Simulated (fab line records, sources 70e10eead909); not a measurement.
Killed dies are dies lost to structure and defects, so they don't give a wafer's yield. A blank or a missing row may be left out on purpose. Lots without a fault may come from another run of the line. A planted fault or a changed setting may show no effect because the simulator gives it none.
One fault seen from 2 desks | flow nand_harc | each desk has only its own numbers; what lay behind them comes last

THE METROLOGY DESK
What the gauges read, lot by lot, whatever tool the lot ran on: means of the sampled wafers that have a number. A lot is out of limits, marked OUT, if its mean lies more than 4 standard deviations from the usual mean; the brackets give that distance.
Columns: A = thk_nm at NHARC_A_SGD_CUT_THK_MEAS_22, usual 148.5 nm
lot  | first seen here | A
L343 | day 13 13:49    | 146.9
L346 | day 14 17:26    | 148.5
L344 | day 14 17:27    | 146.1
L349 | day 14 23:29    | 148.3
L347 | day 14 23:30    | 147.8
L348 | day 14 23:30    | 148.8
L351 | day 16 02:28    | 150.6
L350 | day 16 02:29    | 147.8
L352 | day 16 16:07    | 147.1
L355 | day 17 19:28    | 147.4
L356 | day 17 19:29    | 149.2
L359 | day 18 23:54    | 148.1
L364 | day 19 03:50    | 149.4
This desk's finding: nothing out of limits on any of the 13 lots.

THE TOOL OWNER'S DESK: rie_metal-02
The tool's own readings at NHARC_A_WL_FILL_ETCHBACK_05 (etches the open film in Cl2/BCl3, target depth 22 nm, time 60 s): means of the sampled wafers that have a number, for each lot that ran on this tool. A lot is out of limits, marked OUT, if its mean lies more than 4 standard deviations from the usual mean; the brackets give that distance.
Columns: A = drypump_motor_current_A at NHARC_A_WL_FILL_ETCHBACK_05, usual 6.08 A; B = oes_product_au at NHARC_A_WL_FILL_ETCHBACK_05, usual 0.997 a.u.; C = run_length_s at NHARC_A_WL_FILL_ETCHBACK_05, usual 81.2 s
lot  | first seen here | A    | B     | C
L344 | day 15 17:11    | 6.12 | 0.995 | 80.7
L349 | day 16 02:10    | 6.01 | 0.996 | 80.9
L355 | day 18 16:47    | 6.10 | 0.998 | 67.1 (-22) OUT
L356 | day 18 19:39    | 6.12 | 1.003 | 67.1 (-22) OUT
This desk's finding: out of limits on L355, L356; first on L355, day 18 16:47 (run_length_s at NHARC_A_WL_FILL_ETCHBACK_05). In limits: L344, L349.

PUT TOGETHER
The tool owner's desk could have raised an alarm at day 18 16:47, on L355, L356.
The metrology desk saw nothing out of limits.
The metrology desk has L355, L356 on record, within its limits.
Of the lots named, all ran NHARC_A_WL_FILL_ETCHBACK_05 on rie_metal-02.

WHAT THE SIMULATOR HAD PUT IN
Process parameter drift: rie_metal-02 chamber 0, from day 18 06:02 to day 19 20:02, at NHARC_A_WL_FILL_ETCHBACK_05. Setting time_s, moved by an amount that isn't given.
Lots struck among those shown: L355, L356.
Hours from the fault's start to each desk's first reading out of limits: the tool owner's desk, 11.
